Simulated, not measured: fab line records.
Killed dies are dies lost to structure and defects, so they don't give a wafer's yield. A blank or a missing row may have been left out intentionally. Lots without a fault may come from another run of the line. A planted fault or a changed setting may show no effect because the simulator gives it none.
A struck lot beside a sound one + flow nand harc + 23 steps out of a route of 1302
Sound: the wafers L613.1, L613.3, L613.5. Wafers L620.1, L620.3 were the ones struck. At the end, the cause is stated.
Each step with rows lists, per side, the tool, then ch with its chambers, then its first start. Under that, the readings that differ: sound wafers + struck wafers + difference of the means + sigmas: that difference in standard deviations of wafers without a fault.
alike: a reading whose means differ by less than 2 such deviations, as well as words and numbers matching on both sides. not compared: withheld readings; readings where some wafer has no value; bounds like >300 that might hide an equal value; numbers whose values overlap and for which the record gives no deviation.
A row with sigmas, a row that says differs or no value, or rows on one side alone: a step with any of these is where the two part. When numbers do not overlap yet have no deviation, they are printed without sigmas and do not part them. Lack of a reading on every wafer of one side parts them only where that side has two or more wafers.

first, 1 step without rows for these wafers: NHARC_P_STI_HARDBAKE_13 (time 65 s).
NHARC_P_STI_DESCUM_14: chemistry O2, time 3 s.
  sound on rie diel-11 ch 0,2,3, day 3 02:47; struck on rie diel-11 ch 0,2, day 5 18:46
  alike: drypump motor current A, o2 flow sccm, oes product au, rf vpp V, showerhead plenum p Torr, throttle valve pct
  not compared: rf hours counter h
NHARC_P_STI_ETCH_42: etches the open film in N2/H2, target depth 80 nm, overetch 24 nm, time 61 s.
  sound on rie diel-11 ch 1,2,3, day 3 02:52; struck on rie diel-11 ch 1,3, day 5 18:51
  alike: drypump motor current A, oes product au, rf vpp V, showerhead plenum p Torr, throttle valve pct
  not compared: rf hours counter h
NHARC_P_STI_ETCH_31: etches the open film in CF4/CHF3, target depth 108.9 nm, time 54.5 s.
  sound on rie diel-11 ch 1,2; struck on rie diel-11 ch 2,3
  alike: drypump motor current A, oes product au, rf vpp V, showerhead plenum p Torr, throttle valve pct
  not compared: rf hours counter h
NHARC_P_STI_ETCH_15: etches the open film in HBr/Cl2, target depth 300 nm, time 100.1 s.
  sound on rie si-06 ch 0,1,2, day 3 03:03; struck on rie si-05 ch 1,3, day 5 19:03
  alike: drypump motor current A, hbr flow sccm, oes product au, throttle valve pct
  not compared: rf hours counter h
NHARC_P_STI_CD_MEAS_16:
  sound on cd sem-02 at day 3 03:13; struck on cd sem-03 at day 5 19:12
  alike: cd nm
NHARC_P_STI_OCD_MEAS_17:
  sound on ocd-02 at day 3 03:18; struck on ocd-01 at day 5 19:17
  alike: trench depth nm, trench foot cd nm
then, 3 steps without rows for these wafers: NHARC_P_STI_STRIP_19 (strips in SPM, time 900 s); NHARC_P_STI_PRECLEAN_32 (cleans in SC1); NHARC_P_STI_SRD_23.
NHARC_P_STI_OCD_MEAS_43:
  sound on ocd-01 at day 3 03:48; struck on ocd-02 at day 5 19:48
  alike: trench depth nm, trench foot cd nm
then, 1 step without rows for these wafers: NHARC_P_STI_OXIDE_33 (material SiO2, target thk 10 nm, ox time 281 s).
NHARC_P_STI_HDPCVD_20: deposits SiO2.
  sound on hdpcvd-01 ch 0,1, day 3 11:46; struck on hdpcvd-01 ch 1, day 6 03:31
then, 1 step without rows for these wafers: NHARC_P_STI_ANNEAL_34 (time 1800 s).
NHARC_P_STI_CMP_21: polishes, t overpolish 20 s, target thk 380.67 nm.
  sound on cmp-02 ch 1,2, day 3 20:11; struck on cmp-03 ch 1,3, day 6 11:59
  alike: motor current A, overpolish run s
then, 7 steps without rows for these wafers: NHARC_P_STI_SRD_35; NHARC_P_STI_ETCH_36 (etches SiO2 in dHF, target depth 38.8 nm); NHARC_P_STI_STRIP_24 (strips Si3N4 in H3PO4); NHARC_P_STI_ETCH_37 (etches SiO2 in dHF, target depth 11 nm); NHARC_P_STI_PRECLEAN_38 (cleans in SC1); NHARC_P_STI_SRD_39; NHARC_P_STI_OXIDE_40 (material SiO2, target thk 10 nm, ox time 1362 s).
-- the record jumps here: 23 days lie between the struck wafers' starts before and after (it left off in module P_STI and takes up again in module END, whose first step shown is number 1302 of the route) --
NHARC_END_SORT_01:
  here the record holds rows for the struck wafers (prober-02 ch 0, day 29 10:37) but none for the sound ones

WHERE THEY PART
Within this record, at NHARC_END_SORT_01 only.

WHY: the cause the simulator had injected
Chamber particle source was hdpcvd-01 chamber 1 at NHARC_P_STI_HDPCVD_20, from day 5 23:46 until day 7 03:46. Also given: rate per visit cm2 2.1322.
